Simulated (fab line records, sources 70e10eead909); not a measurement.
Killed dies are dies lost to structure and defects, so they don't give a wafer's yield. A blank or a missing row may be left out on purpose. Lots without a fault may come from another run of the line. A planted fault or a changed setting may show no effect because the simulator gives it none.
Chamber matching | flow nand_harc | NHARC_P_M0_DESCUM_14 on rie_diel-12: 4 sister chambers
The step chemistry O2, time 3 s. 4 wafers are shown with their chamber, then 9 later ones without.

WAFERS WITH THEIR CHAMBER
wafer  | chamber | showerhead_plenum_p_Torr (Torr)
L087.5 | 2       | 1.98
L092.1 | 1       | 1.95
L092.2 | 3       | 1.78
L092.3 | 0       | 1.94

WAFERS WITHOUT THEIR CHAMBER
wafer  | showerhead_plenum_p_Torr (Torr)
L093.1 | 1.98
L093.4 | 1.95
L093.6 | 1.95
L094.1 | 1.98
L094.2 | 1.94
L094.6 | 1.94
L094.3 | 1.95
L094.4 | 1.77
L094.5 | 1.95

WHICH CHAMBER EACH WENT THROUGH
wafer  | from the rows above | in truth
L093.1 | 2                   | 2
L093.4 | 1                   | 1
L093.6 | 1                   | 1
L094.1 | 2                   | 2
L094.2 | 0                   | 0
L094.6 | 0                   | 0
L094.3 | 1                   | 1
L094.4 | 3                   | 3
L094.5 | 1                   | 1
Placed correctly: 9 of 9. Can't be placed from these rows: 0. Placed wrongly: 0.
How it was worked out, from the rows above alone: a wafer's distance from a chamber is the root of the sum, over the readings, of the square of ((its reading less the chamber's mean) divided by the reading's scatter). The wafer belongs to the nearest chamber; if the next one is less than 2 further off, it can't be placed. A chamber's mean is the mean of its shown wafers. The scatter: with one shown wafer a chamber, the root of the mean of the squares of how far each hidden wafer lies from its nearest shown one.
